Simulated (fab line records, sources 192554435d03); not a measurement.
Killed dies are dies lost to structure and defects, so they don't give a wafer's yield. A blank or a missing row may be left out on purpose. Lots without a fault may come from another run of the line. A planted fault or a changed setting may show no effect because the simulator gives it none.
Split-lot experiment | flow n5_finfet | 7 lots, 39 wafers read, on a route of 1938 steps

THE SPLIT
At N5_BEOL_M9_ETCH_66 (etches SOC in N2/H2, target depth 80 nm, overetch 16 nm, time 120 s), the setting time_s was moved away from the recipe's 120 s on 9 of the 39 wafers read, by -35.0% to +48.6%. The other wafers ran this setting at the recipe's value.

The reading is taken at the split's own step.

THE READING
SiARC_of_BEOL_M9_COAT_64.thk_nm (the simulator's own value, which no gauge read), in nm, at N5_BEOL_M9_ETCH_66 (etches SOC in N2/H2, target depth 80 nm, overetch 16 nm, time 120 s). The file gives no usual value for it. The 30 wafers here that ran the recipe average 6.4 nm, standard deviation 0.079 nm.

wafer  | tool, chamber at the split | time_s as run, s | against the recipe | SiARC_of_BEOL_M9_COAT_64.thk_nm, nm | against lot-mates on the recipe
L074.1 | rie_diel-05, 2,1,0,3,0     | 120              | recipe             | 6.4                                 | -
L074.2 | rie_diel-05, 2,1,0,3,0     | 120              | recipe             | 6.4                                 | -
L074.3 | rie_diel-05, 2,1,0,3,0     | 120              | recipe             | 6.4                                 | -
L074.4 | rie_diel-05, 2,1,0,3,0     | 120              | recipe             | 6.4                                 | -
L074.5 | rie_diel-05, 2,1,0,3,0     | 120              | recipe             | 6.4                                 | -
L074.6 | rie_diel-05, 3             | 120              | recipe             | 6.6                                 | -
L082.1 | rie_diel-01, 2,1,0,3,2,1   | 120              | recipe             | 6.4                                 | -
L082.2 | rie_diel-01, 2,1,0,3,2,1   | 120              | recipe             | 6.4                                 | -
L082.3 | rie_diel-01, 2,1,0,3,2,1   | 120              | recipe             | 6.4                                 | -
L082.4 | rie_diel-01, 2,1,0,3,2,1   | 120              | recipe             | 6.4                                 | -
L082.5 | rie_diel-01, 2,1,0,3,2,1   | 120              | recipe             | 6.4                                 | -
L082.6 | rie_diel-01, 2,1,0,3,2,1   | 120              | recipe             | 6.4                                 | -
L084.1 | rie_diel-02, 2             | 78.05            | -35.0%             | 8.2                                 | +1.8
L084.2 | rie_diel-02, 3,1,0         | 120              | recipe             | 6.4                                 | -
L084.3 | rie_diel-02, 3,1,0         | 120              | recipe             | 6.4                                 | -
L084.4 | rie_diel-02, 3,1,0         | 120              | recipe             | 6.4                                 | -
L084.5 | rie_diel-02, 3,0           | 78.05            | -35.0%             | 8.4                                 | +2.0
L084.6 | rie_diel-02, 3,0           | 78.05            | -35.0%             | 8.4                                 | +2.0
L092.1 | rie_diel-01, 0,3,1         | 147.6            | +23.0%             | 5.2                                 | -1.2
L092.4 | rie_diel-01, 0,3,1         | 147.6            | +23.0%             | 5.2                                 | -1.2
L092.5 | rie_diel-01, 0,3,1         | 147.6            | +23.0%             | 5.2                                 | -1.2
L092.2 | rie_diel-01, 3,1,0         | 120              | recipe             | 6.4                                 | -
L092.3 | rie_diel-01, 3,1,0         | 120              | recipe             | 6.4                                 | -
L092.6 | rie_diel-01, 3,1,0         | 120              | recipe             | 6.4                                 | -
L093.1 | rie_diel-01, 1,0,3,1,0     | 120              | recipe             | 6.4                                 | -
L093.3 | rie_diel-01, 1,0,3,1,0     | 120              | recipe             | 6.4                                 | -
L093.4 | rie_diel-01, 1,0,3,1,0     | 120              | recipe             | 6.4                                 | -
L093.5 | rie_diel-01, 1,0,3,1,0     | 120              | recipe             | 6.4                                 | -
L093.6 | rie_diel-01, 1,0,3,1,0     | 120              | recipe             | 6.4                                 | -
L093.2 | rie_diel-01, 2             | 120              | recipe             | 6.2                                 | -
L095.1 | rie_diel-01, 2             | 120              | recipe             | 6.2                                 | -
L095.6 | rie_diel-01, 2             | 120              | recipe             | 6.2                                 | -
L095.2 | rie_diel-01, 0,1           | 178.3            | +48.6%             | 3.6                                 | -2.7
L095.3 | rie_diel-01, 0,1           | 178.3            | +48.6%             | 3.6                                 | -2.7
L095.4 | rie_diel-01, 3             | 178.3            | +48.6%             | 3.8                                 | -2.5
L095.5 | rie_diel-01, 1             | 120              | recipe             | 6.4                                 | -
L097.2 | rie_diel-02, 1             | 120              | recipe             | 6.2                                 | -
L097.3 | rie_diel-02, 3,0           | 120              | recipe             | 6.4                                 | -
L097.4 | rie_diel-02, 3,0           | 120              | recipe             | 6.4                                 | -
Where a row lists several chambers, the file gives one row for several wafers and doesn't say which wafer went through which chamber.

THE FIT
A straight line over all 39 wafers: SiARC_of_BEOL_M9_COAT_64.thk_nm changes by -0.0553 nm for each +1% of time_s; r = -1.00; the points scatter about the line by 0.085 nm.
The same after taking each lot's own level away (the mean of its wafers on the recipe; 39 wafers): -0.0539 nm for each +1%; r = -1.00; scatter 0.07 nm.
On that fit, the largest move of time_s shifts the reading by 2.6 nm.
The lots' own levels span 6.27 to 6.43 nm, that is 2.1 times the standard deviation above.
So the lot-to-lot level changes the slope little: the two slopes agree.
Check: with one of the wafers moved furthest among these (+48.6%) left out of the fit, the line predicts -2.6 nm for it against its lot-mates. It came out at -2.67 nm against them.

OTHER SPLITS ON THESE WAFERS
These wafers also went through other splits before the reading. Each is held against what the fit with the lots' levels taken away leaves over:
other split on the same wafers           | wafers away from the commonest value | r with SiARC_of_BEOL_M9_COAT_64.thk_nm (lot level and that fit taken away)
N5_BEOL_M4_TRENCH_ETCH_37 target_depth_a | 15                                   | -0.15

THE FILE'S OWN FIT
SiARC_of_BEOL_M9_COAT_64.thk_nm changes by -0.0539 nm for each +1% of time_s, r = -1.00.
